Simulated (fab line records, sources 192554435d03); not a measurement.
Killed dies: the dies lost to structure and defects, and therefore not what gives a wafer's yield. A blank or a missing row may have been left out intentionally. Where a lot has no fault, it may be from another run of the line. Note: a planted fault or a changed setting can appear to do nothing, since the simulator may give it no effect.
Chamber matching    flow n5-finfet    N5_DUMMY_GATE_STRIP_41 on rie-diel-05 has 4 sister chambers
The step strips in O2. 4 wafers are shown with their chamber, then 12 later ones without.

## WAFERS WITH THEIR CHAMBER
wafer   chamber  showerhead-plenum-p-Torr (Torr)
L086.2  0        1.98
L086.3  1        2.15
L089.5  3        2.19
L089.6  2        2.16

## WAFERS WITH NO CHAMBER GIVEN
wafer   showerhead-plenum-p-Torr (Torr)
L091.1  2.19
L091.2  2.14
L091.3  2.15
L091.4  2.19
L091.5  2.15
L091.6  2.14
L092.1  2.15
L092.2  2.14
L092.5  2.14
L093.2  2.15
L093.4  2.14
L093.6  2.14

## EACH ONE'S CHAMBER
wafer   from the rows above      in truth
L091.1  3                        3
L091.2  can't be placed: 1 or 2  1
L091.3  can't be placed: 1 or 2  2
L091.4  3                        3
L091.5  can't be placed: 1 or 2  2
L091.6  can't be placed: 1 or 2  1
L092.1  can't be placed: 1 or 2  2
L092.2  can't be placed: 1 or 2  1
L092.5  can't be placed: 1 or 2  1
L093.2  can't be placed: 1 or 2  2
L093.4  can't be placed: 1 or 2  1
L093.6  can't be placed: 1 or 2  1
2 of 12 placed correctly. Unplaceable from these rows: 10, with the true chamber sitting among the candidates in 10. Placed wrongly: 0.
How it was worked out, from the rows above alone: a wafer's distance from a chamber is the root of the sum, over the readings, of the square of ((its reading less the chamber's mean) divided by the reading's scatter). If the next closest chamber is less than 2 further off than the closest, the wafer can't be placed; otherwise it belongs to the closest. Each chamber's mean is taken over the wafers shown for it. The scatter: with one shown wafer a chamber, the root of the mean of the squares of how far each hidden wafer lies from its nearest shown one.
